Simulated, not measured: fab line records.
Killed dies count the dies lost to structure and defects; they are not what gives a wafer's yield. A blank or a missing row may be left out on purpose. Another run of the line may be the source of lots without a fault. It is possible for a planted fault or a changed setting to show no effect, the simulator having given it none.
fab line records	flow nand-harc
[record] lots = 24	wafers = 72	last-day = 24
route steps=1159 shown P_CONTACT@237 P_M0@264 P_M1@308 P_M2@331 P_BONDPAD@364
lots that met no fault: from a run of the same line without faults
start-h: start of the lot's first displayed wafer, in hours after the record's first day	wait-h: hours since the lot's step before	" repeats the value in the row above	L1.1+2: a row that stands for several wafers	- value missing, or start not given	* or withheld: withheld	< > ~ a bound
route shown NAME@n: names a module that has steps shown in the file, with the first one's number in the route	usual: mean/standard deviation of fault-free wafers	same: alike in all rows	chamber/n: place in a boat	sites: per-site readings	_std_site: standard deviation of those values	_edge_site: the outer-site mean with the inner-site mean subtracted	radius-mm: for every site, how far away it sits from the centre of the wafer	mask NAME#n: copy n	behind: tool/chamber where the wafer was last shaped	hold: what put the lot on hold/how long, in hours/how the hold closed	device: transistor that didn't switch, given as n, p or np	end of line: at the end of the route, the tests of the same wafers	where a step has no rows: the recipe by itself	killed: count of dies lost to structure and defects at first sort (not the wafer's yield)	map: the dies of a wafer, with x for killed, . for not killed, _ for no die there
set.NAME: setting as actually run; set.NAME@STEP: the setting as run at that earlier step	model.NAME: the simulator's own value behind a step, which no gauge read
steps of the route over a sample of lots; a table a step, a row a wafer
services: from which hour (start-h, from the record's first day; less than 0 if before it) a tool's chamber was out of use, for how many hours, and why
[[steps]]
[step NHARC_P_CONTACT_ETCH_36]
[recipe] target-depth-a = 2600	over-etch-frac = 0.25	time-s = 406.25	ion-energy-ev = 200	n2-flow-sccm = 150	h2-flow-sccm = 150	ar-flow-sccm = 0	rf-w = 400	bias-w = 150	chemistry = N2/H2
[usual] chamber-pressure-mTorr = 30.002/0.027	drypump-motor-current-A = 5.8/0.44	oes-product-au = 1.001/0.0097	rf-vpp-V = 431.5/2.1	showerhead-plenum-p-Torr = 2.07/0.074	throttle-valve-pct = 14.171/0.0096
lot.wafer	tool	chamber	start-h	wait-h	chamber-pressure-mTorr	drypump-motor-current-A	oes-product-au	rf-hours-counter-h	rf-vpp-V	showerhead-plenum-p-Torr	throttle-valve-pct
L074.3	rie-diel-04	2	-	-	30.018	5.6	1.000	15	434.1	2.18	14.174
L074.2	"	0	"	"	30.026	4.8	1.007	17	432.5	2.09	14.176
L074.1	"	1	"	"	30.022	5.9	0.992	16	433.1	2.15	14.168
L076.2	rie-diel-10	2	-	-	29.987	5.5	0.992	10	431.5	2.05	14.163
L076.1	"	3	"	"	29.984	6.0	0.997	9	428.5	1.96	14.166
L076.3	"	0	"	"	30.000	5.8	0.992	10	428.5	1.98	14.173
L075.2	rie-diel-07	3	-	-	29.996	5.1	0.990	20	431.2	2.07	14.179
L075.3	"	0	"	"	30.001	5.3	0.999	19	433.1	2.12	14.177
L075.5	"	3	"	"	30.041	5.1	0.975	-	430.7	2.07	14.175
L077.3	rie-diel-07	1	-	-	30.018	6.7	0.995	20	429.4	2.05	14.157
L077.2	"	0	"	"	30.038	5.4	0.999	20	432.5	2.12	14.175
L077.5	"	2	"	"	30.010	6.2	0.990	-	429.8	2.01	14.165
L078.2	rie-diel-04	3	-	-	29.959	6.2	1.001	1	432.9	2.14	14.185
L078.5	"	2	"	"	29.985	5.6	0.998	-	434.7	2.18	14.169
L078.4	"	0	"	"	29.970	4.8	1.008	-	432.5	2.09	14.178
L079.2	rie-diel-04	0	-	-	30.014	4.8	1.003	1	432.2	2.09	14.181
L079.5	"	3	"	"	29.986	6.2	1.008	-	433.5	2.14	14.190
L079.6	"	0	"	"	29.944	4.8	0.999	-	432.8	2.09	14.175
L080.1	rie-diel-04	0	-	-	30.008	4.9	1.000	2	431.9	2.09	14.173
L080.2	"	3	"	"	30.038	6.2	1.006	3	432.0	2.14	14.155
L080.4	"	3	"	"	29.986	6.2	1.008	-	431.6	2.14	14.174
L081.3	rie-diel-10	0	-	-	29.998	5.8	0.995	13	429.3	1.98	14.151
L081.5	"	2	"	"	29.980	5.5	0.992	-	432.2	2.05	14.170
L081.6	"	3	"	"	30.006	6.0	0.995	-	427.5	1.96	14.178
L082.1	rie-diel-10	1	-	-	29.969	6.1	0.985	14	430.7	2.03	14.172
L082.4	"	2	"	"	30.029	5.5	0.987	14	431.8	2.05	14.168
L082.5	"	2	"	"	29.989	5.5	0.995	-	431.7	2.05	14.160
L083.1	rie-diel-04	3	-	-	29.988	6.2	1.010	6	432.7	2.14	14.161
L083.6	"	1	"	"	30.010	5.9	1.022	-	433.4	2.15	14.172
L083.5	"	2	"	"	30.011	5.6	1.003	-	435.4	2.18	14.172
L085.2	rie-diel-04	3	-	-	30.050	6.2	1.012	6	433.5	2.14	14.155
L085.3	"	0	"	"	30.008	4.8	1.005	6	431.3	2.09	14.170
L085.5	"	3	"	"	30.062	6.2	1.003	-	432.8	2.14	14.178
L084.4	rie-diel-10	2	-	-	29.988	5.5	0.989	16	431.4	2.05	14.154
L084.6	"	0	"	"	29.974	5.8	0.985	-	428.7	1.98	14.188
L084.5	"	1	"	"	30.006	6.1	0.996	-	430.9	2.03	14.192
L086.1	rie-diel-10	3	-	-	30.063	6.0	1.027	1	428.2	1.95	14.184
L086.3	"	1	"	"	29.996	6.1	1.010	1	431.6	2.03	14.171
L086.2	"	2	"	"	29.981	5.5	0.991	1	431.8	2.05	14.170
L087.3	rie-diel-10	2	-	-	30.005	5.5	0.975	1	430.6	2.05	14.170
L087.6	"	1	"	"	30.021	6.1	1.005	-	431.2	2.03	14.161
L087.5	"	2	"	"	29.982	5.5	0.985	-	430.3	2.05	14.183
L088.3	rie-diel-04	2	-	-	29.985	5.7	1.016	9	433.6	2.18	14.206
L088.5	"	0	"	"	30.024	4.8	0.993	-	431.0	2.09	14.155
L088.6	"	1	"	"	30.027	5.9	1.004	-	433.5	2.15	14.164
L089.2	rie-diel-04	0	-	-	30.019	4.8	1.000	9	431.5	2.09	14.181
L089.3	"	2	"	"	30.047	5.6	1.007	9	434.5	2.18	14.181
L089.5	"	0	"	"	30.000	4.8	1.002	-	432.0	2.09	14.170
L091.4	rie-diel-04	3	-	-	30.019	6.2	1.007	10	431.8	2.14	14.170
L091.3	"	1	"	"	29.973	5.9	1.004	7	435.2	2.15	14.164
L091.1	"	2	"	"	30.023	5.6	1.007	10	434.1	2.18	14.155
L090.4	rie-diel-10	3	-	-	30.049	6.0	1.017	4	428.2	1.95	14.161
L090.1	"	1	"	"	30.005	6.1	1.004	4	430.1	2.02	14.159
L090.5	"	3	"	"	29.978	6.0	1.007	-	426.5	1.95	14.156
L092.2	rie-diel-04	2	-	-	30.034	5.6	1.025	11	433.5	2.18	14.171
L092.1	"	3	"	"	30.033	6.2	1.019	11	433.8	2.13	14.183
L092.4	"	0	"	"	30.009	4.9	1.013	11	431.3	2.08	14.181
L093.1	rie-diel-10	3	-	-	30.029	6.0	1.004	4	427.5	1.95	14.188
L093.3	"	2	"	"	30.029	5.5	0.980	4	431.4	2.05	14.166
L093.6	"	0	"	"	29.999	5.8	1.001	-	428.5	1.98	14.184
L094.4	rie-diel-10	1	-	-	30.001	6.1	0.994	6	430.7	2.02	14.175
L094.2	"	2	"	"	29.951	5.5	0.987	5	430.2	2.05	14.171
L094.3	"	3	"	"	29.962	6.0	1.016	5	427.7	1.95	14.158
L095.3	rie-diel-04	1	-	-	30.001	5.9	1.010	9	434.2	2.15	14.167
L095.6	"	2	"	"	30.019	5.6	1.009	-	435.7	2.17	14.177
L095.5	"	3	"	"	30.004	6.2	0.999	-	432.7	2.13	14.181
L096.1	rie-diel-04	2	-	-	30.022	5.6	1.005	14	433.5	2.17	14.166
L096.5	"	1	"	"	30.007	5.9	1.001	-	432.9	2.15	14.181
L096.6	"	2	"	"	30.008	5.7	1.009	-	433.4	2.17	14.158
L097.1	rie-diel-10	0	-	-	29.977	5.9	1.008	7	428.9	1.98	14.160
L097.2	"	2	"	"	30.007	5.5	0.989	7	432.2	2.05	14.167
L097.3	"	3	"	"	29.952	6.0	1.004	7	428.6	1.95	14.174
[step NHARC_P_M0_OVL_MEAS_10]
[recipe] pitch-nm = 180
[usual] overlay-x-nm = 0.2/0.83	overlay-y-nm = -0.1/0.88
lot.wafer	tool	chamber	start-h	wait-h	overlay-x-nm	overlay-y-nm
L074.1	overlay-01	-	118.88	-	1.0	-0.9
L074.2	"	-	"	"	1.1	-1.2
L074.3	"	-	"	"	1.1	-1.4
L076.1	overlay-01	-	125.64	-	0.3	-0.4
L076.2	"	-	"	"	1.0	0.1
L076.3	"	-	"	"	0.0	-0.4
L075.2	overlay-01	-	129.08	-	-1.7	-0.4
L075.3	"	-	"	"	-1.4	-0.1
L075.5	"	-	"	"	-1.4	-0.7
L077.2	overlay-02	-	130.28	-	2.1	0.4
L077.3	"	-	"	"	1.4	0.0
L077.5	"	-	"	"	1.3	0.4
L078.2	overlay-02	-	144.08	-	1.1	0.0
L078.4	"	-	"	"	0.3	-0.2
L078.5	"	-	"	"	0.1	0.8
L079.2	overlay-01	-	144.75	-	-0.5	0.8
L079.5	"	-	"	"	-0.8	0.5
L079.6	"	-	"	"	-0.9	0.5
L080.1	overlay-02	-	145.80	-	0.8	0.8
L080.2	"	-	"	"	0.5	1.2
L080.4	"	-	"	"	0.3	1.1
L081.3	overlay-02	-	154.04	-	1.5	0.3
L081.5	"	-	"	"	1.4	-0.2
L081.6	"	-	"	"	1.9	-0.6
L082.1	overlay-02	-	162.47	-	-0.3	-1.1
L082.4	"	-	"	"	0.0	-0.9
L082.5	"	-	"	"	-0.1	-1.4
L083.1	overlay-01	-	169.03	-	0.4	-0.3
L083.5	"	-	"	"	-0.1	-0.5
L083.6	"	-	"	"	-0.7	-0.8
L085.2	overlay-02	-	178.06	-	0.6	0.6
L085.3	"	-	"	"	1.2	0.9
L085.5	"	-	"	"	1.1	0.2
L084.4	overlay-02	-	178.38	-	-0.7	-0.8
L084.5	"	-	"	"	-1.0	-1.1
L084.6	"	-	"	"	-0.7	-1.0
L086.1	overlay-02	-	191.98	-	0.1	0.3
L086.2	"	-	"	"	0.3	-0.1
L086.3	"	-	"	"	1.0	-0.3
L087.3	overlay-01	-	193.07	-	1.4	0.6
L087.5	"	-	"	"	1.2	0.6
L087.6	"	-	"	"	1.2	1.3
L088.3	overlay-01	-	212.78	-	0.1	0.8
L088.5	"	-	"	"	0.3	0.2
L088.6	"	-	"	"	0.5	0.8
L089.2	overlay-01	-	214.84	-	0.2	-1.4
L089.3	"	-	"	"	0.2	-1.5
L089.5	"	-	"	"	0.0	-1.8
L091.1	overlay-01	-	217.89	-	-0.3	0.9
L091.3	"	-	"	"	-0.1	1.1
L091.4	"	-	"	"	-0.3	0.8
L090.1	overlay-01	-	218.64	-	-0.6	-0.3
L090.4	"	-	"	"	-0.2	0.2
L090.5	"	-	"	"	-0.3	-0.5
L092.1	overlay-01	-	221.85	-	-1.4	0.7
L092.2	"	-	"	"	-0.6	0.8
L092.4	"	-	"	"	-1.4	1.3
L093.1	overlay-02	-	224.07	-	-0.2	-0.6
L093.3	"	-	"	"	0.7	-1.1
L093.6	"	-	"	"	0.0	-1.2
L094.2	overlay-01	-	235.59	-	0.2	-1.5
L094.3	"	-	"	"	0.2	-1.5
L094.4	"	-	"	"	0.7	-0.7
L095.3	overlay-02	-	246.85	-	0.0	1.7
L095.5	"	-	"	"	0.0	0.9
L095.6	"	-	"	"	-0.3	0.8
L096.1	overlay-01	-	247.71	-	0.1	-0.7
L096.5	"	-	"	"	0.8	-0.6
L096.6	"	-	"	"	0.6	-0.7
L097.1	overlay-02	-	252.60	-	-0.3	0.2
L097.2	"	-	"	"	-0.3	0.4
L097.3	"	-	"	"	-0.7	-0.1
[step NHARC_P_M1_PVD_21]
[recipe] target-thk-a = 300	chamber-pressure-pa = 5	power-w = 5000	substrate-temp-c = 30	time-s = 20.49	material = Cu
[usual] chamber-pressure-pa = 5.001/0.011	throttle-valve-pct = 29.9/1.4
lot.wafer	tool	chamber	start-h	wait-h	chamber-pressure-pa	throttle-valve-pct
L074.2	pvd-sputter-02	-	-	-	5.020	30.8
L074.1	"	-	"	"	4.986	29.0
L074.3	"	-	"	"	5.001	30.7
L076.1	pvd-sputter-02	-	-	-	4.984	30.6
L076.2	"	-	"	"	4.989	29.1
L076.3	"	-	"	"	4.997	31.1
L075.3	pvd-sputter-01	-	-	-	4.994	27.2
L075.2	"	-	"	"	4.993	32.7
L075.5	"	-	"	"	4.994	30.1
L077.3	pvd-sputter-01	-	-	-	5.007	29.9
L077.2	"	-	"	"	5.003	30.1
L077.5	"	-	"	"	5.000	30.0
L078.4	pvd-sputter-01	-	-	-	5.006	27.0
L078.2	"	-	"	"	5.009	32.2
L078.5	"	-	"	"	5.011	30.1
L079.2	pvd-sputter-03	-	-	-	4.996	30.7
L079.5	"	-	"	"	4.999	30.6
L079.6	"	-	"	"	4.997	30.8
L080.4	pvd-sputter-03	-	-	-	4.987	30.5
L080.2	"	-	"	"	5.010	28.1
L080.1	"	-	"	"	5.003	30.6
L081.3	pvd-sputter-02	-	-	-	5.012	29.1
L081.5	"	-	"	"	5.013	30.6
L081.6	"	-	"	"	4.988	29.4
L082.1	pvd-sputter-02	-	-	-	4.997	28.9
L082.4	"	-	"	"	5.013	30.9
L082.5	"	-	"	"	5.018	30.8
L083.1	pvd-sputter-01	-	-	-	4.998	27.1
L083.6	"	-	"	"	5.003	27.2
L083.5	"	-	"	"	4.989	29.3
L085.3	pvd-sputter-03	-	-	-	4.984	27.9
L085.2	"	-	"	"	5.011	30.7
L085.5	"	-	"	"	5.014	30.6
L084.4	pvd-sputter-01	-	-	-	4.995	32.1
L084.5	"	-	"	"	4.997	30.4
L084.6	"	-	"	"	5.009	32.1
L086.1	pvd-sputter-02	-	-	-	5.002	30.9
L086.2	"	-	"	"	5.014	29.0
L086.3	"	-	"	"	5.011	30.8
L087.3	pvd-sputter-02	-	-	-	5.005	30.7
L087.6	"	-	"	"	4.998	29.0
L087.5	"	-	"	"	5.008	31.2
L088.3	pvd-sputter-03	-	-	-	4.994	30.5
L088.6	"	-	"	"	4.992	27.8
L088.5	"	-	"	"	4.989	31.0
L089.3	pvd-sputter-03	-	-	-	5.018	30.8
L089.2	"	-	"	"	5.013	30.8
L089.5	"	-	"	"	5.009	30.9
L091.1	pvd-sputter-01	-	-	-	4.986	29.5
L091.3	"	-	"	"	4.985	30.3
L091.4	"	-	"	"	4.986	31.9
L090.1	pvd-sputter-01	-	-	-	5.001	29.9
L090.4	"	-	"	"	4.994	27.4
L090.5	"	-	"	"	5.009	30.4
L092.2	pvd-sputter-01	-	-	-	5.015	30.1
L092.1	"	-	"	"	5.020	26.9
L092.4	"	-	"	"	5.006	29.3
L093.3	pvd-sputter-01	-	-	-	5.008	27.0
L093.1	"	-	"	"	5.008	32.1
L093.6	"	-	"	"	4.998	27.2
L094.2	pvd-sputter-03	-	-	-	5.010	28.1
L094.3	"	-	"	"	4.999	30.8
L094.4	"	-	"	"	4.983	30.7
L095.3	pvd-sputter-03	-	-	-	5.010	30.7
L095.6	"	-	"	"	4.999	30.4
L095.5	"	-	"	"	4.977	30.7
L096.1	pvd-sputter-01	-	-	-	5.005	30.3
L096.5	"	-	"	"	5.020	30.1
L096.6	"	-	"	"	4.996	32.2
L097.3	pvd-sputter-02	-	-	-	5.012	30.7
L097.1	"	-	"	"	5.011	29.9
L097.2	"	-	"	"	5.006	29.7
[step NHARC_P_M1_CMP_23]
[recipe] t-overpolish-s = 20	target-thk-nm = 157.82
[usual] motor-current-A = 11.9/1.2	time-to-endpoint-s = 28.7/2.8
[same] t-overpolish-s = 20
lot.wafer	tool	chamber	start-h	wait-h	motor-current-A	time-to-endpoint-s
L074.2	cmp-01	0	125.04	-	10.6	31.5
L074.3	"	1	"	"	13.0	28.2
L074.1	"	3	"	"	11.6	29.7
L076.2	cmp-03	0	132.01	-	11.5	22.7
L076.3	"	1	"	"	10.3	26.5
L076.1	"	2	"	"	9.3	25.6
L075.2	cmp-02	0	135.68	-	12.1	35.3
L075.3	"	2	"	"	12.8	36.0
L075.5	"	0	"	"	11.7	32.9
L077.2	cmp-03	0	137.21	-	12.0	26.4
L077.3	"	1	"	"	11.1	30.7
L077.5	"	0	"	"	12.0	26.1
L078.2	cmp-03	0	150.62	-	12.1	25.5
L078.4	"	1	"	"	10.2	28.8
L078.5	"	0	"	"	12.3	25.9
L079.2	cmp-02	0	151.04	-	11.4	29.8
L079.5	"	3	"	"	11.9	30.0
L079.6	"	0	"	"	12.0	29.7
L080.1	cmp-03	2	152.36	-	8.8	31.5
L080.2	"	3	"	"	11.5	29.5
L080.4	"	0	"	"	11.8	28.3
L081.3	cmp-03	2	160.32	-	9.5	27.7
L081.5	"	2	"	"	8.7	26.7
L081.6	"	3	"	"	11.6	26.5
L082.1	cmp-01	2	169.14	-	13.0	27.0
L082.4	"	0	"	"	10.7	31.6
L082.5	"	1	"	"	13.6	25.9
L083.1	cmp-01	3	175.33	-	12.5	28.3
L083.6	"	1	"	"	12.5	25.8
L083.5	"	2	"	"	14.4	24.5
L085.2	cmp-02	1	184.54	-	13.2	31.3
L085.3	"	2	"	"	13.3	32.5
L085.5	"	0	"	"	12.0	33.4
L084.4	cmp-03	2	185.71	-	9.4	30.2
L084.5	"	3	"	"	11.1	28.5
L084.6	"	0	"	"	12.3	24.6
L086.2	cmp-01	3	198.34	-	11.9	30.4
L086.3	"	0	"	"	10.7	31.4
L086.1	"	1	"	"	13.3	26.7
L087.3	cmp-01	2	199.45	-	13.5	25.5
L087.6	"	1	"	"	13.6	26.8
L087.5	"	2	"	"	13.8	25.3
L088.3	cmp-02	1	219.36	-	13.2	31.1
L088.6	"	3	"	"	12.2	32.9
L088.5	"	0	"	"	12.1	34.3
L089.3	cmp-02	0	221.36	-	12.3	29.6
L089.2	"	2	"	"	12.6	29.6
L089.5	"	3	"	"	12.3	31.0
L091.4	cmp-01	3	224.30	-	12.3	29.1
L091.3	"	1	"	"	13.6	25.6
L091.1	"	2	"	"	13.7	27.3
L090.4	cmp-02	2	225.18	-	12.8	32.6
L090.1	"	0	"	"	12.1	30.6
L090.5	"	3	"	"	12.2	28.4
L092.2	cmp-03	3	228.19	-	12.0	27.2
L092.4	"	1	"	"	9.9	26.9
L092.1	"	2	"	"	9.8	28.9
L093.3	cmp-03	2	231.02	-	9.5	27.4
L093.1	"	3	"	"	12.2	26.1
L093.6	"	1	"	"	10.7	29.2
L094.4	cmp-01	0	242.28	-	11.0	31.5
L094.3	"	2	"	"	12.6	23.8
L094.2	"	3	"	"	12.3	28.0
L095.3	cmp-02	2	253.18	-	12.9	32.3
L095.6	"	3	"	"	12.3	28.6
L095.5	"	0	"	"	12.0	32.1
L096.1	cmp-03	0	253.98	-	11.8	27.5
L096.6	"	1	"	"	10.2	27.3
L096.5	"	2	"	"	9.0	32.5
L097.3	cmp-01	1	258.92	-	13.1	25.6
L097.1	"	3	"	"	10.9	27.5
L097.2	"	0	"	"	11.1	30.7
[step NHARC_P_M2_DESCUM_14]
[recipe] time-s = 3	o2-flow-sccm = 200	ar-flow-sccm = 0	bias-power-w = 0	chemistry = O2
[usual] chamber-pressure-mTorr = 60.01/0.056	drypump-motor-current-A = 5.7/0.49	oes-product-au = 0.999/0.0091	rf-vpp-V = 57.6/0.95	showerhead-plenum-p-Torr = 1.89/0.092	throttle-valve-pct = 11.310/0.0094
lot.wafer	tool	chamber	start-h	wait-h	chamber-pressure-mTorr	drypump-motor-current-A	oes-product-au	rf-hours-counter-h	rf-vpp-V	showerhead-plenum-p-Torr	throttle-valve-pct
L074.1	rie-diel-06	3	127.24	0.1	60.07	6.6	1.008	2	57.5	1.90	11.317
L074.2	"	1	"	"	60.05	5.3	1.013	2	56.2	1.83	11.305
L074.3	"	2	"	"	59.94	5.7	1.006	2	57.1	1.78	11.301
L076.2	rie-diel-06	1	134.49	0.1	59.94	5.3	1.002	2	57.8	1.83	11.309
L076.3	"	2	"	"	60.05	5.7	1.009	2	57.0	1.78	11.317
L076.1	"	3	"	"	60.01	6.6	0.996	2	57.3	1.90	11.310
L075.2	rie-diel-06	1	137.89	0.1	60.07	5.3	0.991	2	56.9	1.83	11.312
L075.3	"	3	"	"	60.01	6.6	0.996	2	57.0	1.90	11.299
L075.5	"	3	"	"	59.98	6.6	1.004	-	57.5	1.90	11.319
L077.3	rie-diel-02	1	139.29	0.1	60.04	5.3	1.001	32	56.7	1.90	11.303
L077.2	"	2	"	"	60.04	5.4	0.991	28	56.7	1.90	11.304
L077.5	"	1	"	"	60.04	5.3	0.990	-	57.1	1.90	11.309
L078.4	rie-diel-06	1	152.68	0.1	59.98	5.4	1.007	3	56.5	1.83	11.306
L078.2	"	2	"	"	60.03	5.7	1.008	3	58.6	1.78	11.316
L078.5	"	3	"	"	59.98	6.6	0.999	-	56.1	1.90	11.313
L079.2	rie-diel-11	3	153.08	0.1	59.98	5.4	1.003	49	56.3	1.86	11.318
L079.5	"	1	"	"	60.04	6.4	0.984	-	58.6	1.98	11.300
L079.6	"	2	"	"	60.03	5.7	0.996	-	58.2	1.81	11.313
L080.2	rie-diel-06	2	154.43	0.1	60.03	5.7	0.991	3	58.0	1.78	11.311
L080.4	"	0	"	"	60.01	5.6	0.991	2	58.6	2.06	11.325
L080.1	"	1	"	"	60.00	5.3	1.001	3	58.0	1.83	11.316
L081.3	rie-diel-06	1	162.37	0.1	59.96	5.3	1.007	4	56.9	1.83	11.312
L081.6	"	1	"	"	60.01	5.4	1.008	-	58.0	1.83	11.312
L081.5	"	2	"	"	60.00	5.7	1.002	-	56.9	1.78	11.327
L082.1	rie-diel-02	2	171.05	0.1	60.04	5.4	1.003	1	58.0	1.90	11.285
L082.4	"	3	"	"	59.93	5.7	0.991	2	57.3	1.86	11.313
L082.5	"	1	"	"	60.10	5.3	1.002	-	57.1	1.90	11.301
L083.1	rie-diel-06	3	177.52	0.1	59.97	6.6	1.003	4	57.6	1.90	11.312
L083.5	"	0	"	"	59.97	5.6	0.990	-	60.6	2.06	11.303
L083.6	"	1	"	"	60.05	5.3	1.009	-	57.1	1.83	11.316
L085.3	rie-diel-06	1	186.59	0.1	60.01	5.3	1.001	4	56.8	1.83	11.311
L085.2	"	3	"	"	60.00	6.6	0.994	5	58.3	1.90	11.312
L085.5	"	1	"	"	59.95	5.3	1.002	-	56.4	1.83	11.302
L084.4	rie-diel-06	2	187.69	0.1	60.13	5.7	1.014	4	58.1	1.78	11.300
L084.6	"	3	"	"	59.92	6.6	1.003	-	57.7	1.90	11.303
L084.5	"	0	"	"	60.09	5.6	0.985	-	58.2	2.06	11.298
L086.1	rie-diel-06	1	200.38	0.1	59.96	5.4	1.008	5	57.8	1.83	11.310
L086.2	"	2	"	"	59.86	5.7	1.008	5	56.6	1.78	11.324
L086.3	"	3	"	"	59.98	6.6	1.002	5	56.9	1.90	11.313
L087.3	rie-diel-06	0	201.35	0.1	59.98	5.6	0.996	4	58.3	2.06	11.298
L087.6	"	2	"	"	60.06	5.7	1.003	-	58.6	1.78	11.318
L087.5	"	1	"	"	59.99	5.3	1.001	-	56.7	1.83	11.306
L088.3	rie-diel-06	2	221.47	0.1	60.01	5.7	1.014	5	56.4	1.78	11.302
L088.6	"	1	"	"	60.08	5.3	1.014	-	57.0	1.83	11.301
L088.5	"	2	"	"	60.04	5.7	1.016	-	56.9	1.78	11.315
L089.2	rie-diel-06	0	223.44	0.1	59.97	5.6	0.986	5	58.6	2.06	11.304
L089.3	"	1	"	"	59.96	5.3	0.999	6	56.7	1.83	11.322
L089.5	"	1	"	"	60.01	5.3	1.001	-	57.0	1.83	11.318
L091.1	rie-diel-06	3	226.23	0.1	60.10	6.6	1.001	6	57.9	1.90	11.300
L091.3	"	0	"	"	59.98	5.6	0.989	5	58.1	2.06	11.298
L091.4	"	1	"	"	60.08	5.3	1.009	6	56.8	1.83	11.302
L090.1	rie-diel-11	3	227.23	0.1	60.06	5.3	0.982	8	58.0	1.85	11.301
L090.4	"	1	"	"	59.92	6.4	0.987	9	57.5	1.97	11.300
L090.5	"	3	"	"	59.97	5.4	0.984	-	58.6	1.85	11.326
L092.1	rie-diel-06	2	230.12	0.1	60.10	5.7	1.008	6	54.7	1.78	11.308
L092.2	"	0	"	"	59.89	5.6	0.983	5	58.7	2.06	11.298
L092.4	"	1	"	"	60.04	5.3	1.009	6	56.1	1.83	11.318
L093.1	rie-diel-06	1	233.01	0.1	60.05	5.3	1.006	6	56.9	1.83	11.336
L093.3	"	3	"	"	59.97	6.6	0.993	6	56.1	1.90	11.296
L093.6	"	1	"	"	60.05	5.3	0.995	-	57.0	1.83	11.307
L094.3	rie-diel-02	1	244.31	0.2	60.04	5.3	0.997	16	58.2	1.89	11.306
L094.2	"	2	"	"	60.00	5.4	1.000	15	56.3	1.89	11.307
L094.4	"	0	"	"	60.06	4.7	0.989	16	57.6	1.98	11.333
L095.3	rie-diel-06	3	255.15	0.1	60.05	6.6	0.983	0	57.2	1.90	11.317
L095.6	"	3	"	"	59.92	6.6	0.981	-	58.7	1.90	11.315
L095.5	"	0	"	"	60.05	5.7	0.984	-	57.8	2.06	11.303
L096.1	rie-diel-06	3	255.82	0.1	60.07	6.6	0.984	0	57.9	1.90	11.309
L096.6	"	2	"	"	59.95	5.7	1.002	-	57.6	1.78	11.299
L096.5	"	3	"	"	60.08	6.6	0.982	-	57.1	1.90	11.305
L097.1	rie-diel-02	3	261.01	0.1	60.04	5.7	0.997	18	57.8	1.85	11.303
L097.3	"	0	"	"	60.12	4.7	1.002	19	57.4	1.97	11.311
L097.2	"	1	"	"	60.13	5.3	0.999	20	58.4	1.89	11.303
[step NHARC_P_BONDPAD_CD_MEAS_09]
[recipe] target-cd-nm = 500	landing-energy-ev = 500
[usual] cd-nm = 500.4/1.6
lot.wafer	tool	chamber	start-h	wait-h	cd-nm
L074.1	cd-sem-02	0	131.83	-	500.1
L074.2	"	0	"	"	499.3
L074.3	"	0	"	"	499.0
L076.1	cd-sem-01	0	139.06	-	501.3
L076.2	"	0	"	"	501.1
L076.3	"	0	"	"	499.0
L075.2	cd-sem-01	0	142.66	-	501.7
L075.3	"	0	"	"	501.1
L075.5	"	0	"	"	502.3
L077.2	cd-sem-03	0	143.87	-	499.3
L077.3	"	0	"	"	501.8
L077.5	"	0	"	"	500.0
L078.2	cd-sem-03	0	157.03	-	501.2
L078.4	"	0	"	"	499.7
L078.5	"	0	"	"	498.1
L079.2	cd-sem-02	0	158.04	-	501.9
L079.5	"	0	"	"	501.7
L079.6	"	0	"	"	497.8
L080.1	cd-sem-02	0	158.88	-	498.9
L080.2	"	0	"	"	498.5
L080.4	"	0	"	"	500.1
L081.3	cd-sem-03	0	166.99	-	497.3
L081.5	"	0	"	"	498.0
L081.6	"	0	"	"	498.8
L082.1	cd-sem-03	0	175.40	-	499.8
L082.4	"	0	"	"	503.0
L082.5	"	0	"	"	500.4
L083.1	cd-sem-01	0	181.97	-	499.5
L083.5	"	0	"	"	501.6
L083.6	"	0	"	"	501.3
L085.2	cd-sem-01	0	190.95	-	498.8
L085.3	"	0	"	"	500.8
L085.5	"	0	"	"	497.3
L084.4	cd-sem-01	0	192.05	-	498.5
L084.5	"	0	"	"	501.5
L084.6	"	0	"	"	500.4
L086.1	cd-sem-01	0	204.73	-	500.8
L086.2	"	0	"	"	501.1
L086.3	"	0	"	"	501.3
L087.3	cd-sem-02	0	205.92	-	503.4
L087.5	"	0	"	"	504.0
L087.6	"	0	"	"	505.1
L088.3	cd-sem-03	0	225.73	-	503.1
L088.5	"	0	"	"	503.6
L088.6	"	0	"	"	500.1
L089.2	cd-sem-03	0	227.64	-	498.9
L089.3	"	0	"	"	499.7
L089.5	"	0	"	"	500.4
L091.1	cd-sem-02	0	230.67	-	500.5
L091.3	"	0	"	"	495.5
L091.4	"	0	"	"	499.2
L090.1	cd-sem-02	0	231.67	-	498.5
L090.4	"	0	"	"	501.7
L090.5	"	0	"	"	500.8
L092.1	cd-sem-02	0	234.49	-	502.1
L092.2	"	0	"	"	503.7
L092.4	"	0	"	"	500.6
L093.1	cd-sem-03	0	237.44	-	500.2
L093.3	"	0	"	"	501.7
L093.6	"	0	"	"	503.0
L094.2	cd-sem-02	0	248.74	-	502.1
L094.3	"	0	"	"	501.9
L094.4	"	0	"	"	502.7
L095.3	cd-sem-02	0	259.40	-	499.7
L095.5	"	0	"	"	500.7
L095.6	"	0	"	"	501.6
L096.1	cd-sem-02	0	260.16	-	498.7
L096.5	"	0	"	"	500.1
L096.6	"	0	"	"	498.3
L097.1	cd-sem-02	0	265.28	-	499.5
L097.2	"	0	"	"	500.0
L097.3	"	0	"	"	500.5
[[services]]
tool	chamber	start-h	hours	kind
rie-diel-10	2	92.99	6.9	repair
cmp-03	-	102.40	1.1	repair
cmp-03	-	103.77	2.4	repair
rie-diel-10	3	104.98	9.9	repair
cmp-01	-	111.23	4.0	pm
rie-diel-04	-	111.92	9.0	pm
rie-diel-06	0	121.33	20.3	repair
rie-diel-04	1	129.67	19.8	repair
pvd-sputter-01	-	131.36	2.0	repair
cmp-03	-	138.01	2.3	repair
pvd-sputter-01	-	143.99	1.0	repair
cmp-03	-	152.61	0.3	repair
pvd-sputter-01	-	158.07	10.0	pm
cmp-03	-	168.08	1.1	repair
rie-diel-10	-	176.50	9.0	pm
cmp-03	-	176.80	4.0	pm
rie-diel-10	0	201.07	1.8	repair
rie-diel-06	3	201.27	4.0	repair
cmp-01	-	206.84	3.2	repair
pvd-sputter-01	-	217.98	2.5	repair
rie-diel-06	3	238.34	8.3	repair
cmp-03	-	241.03	1.2	repair
rie-diel-06	-	241.20	9.0	pm
rie-diel-06	-	258.68	5.1	repair
[[key]]
fault none
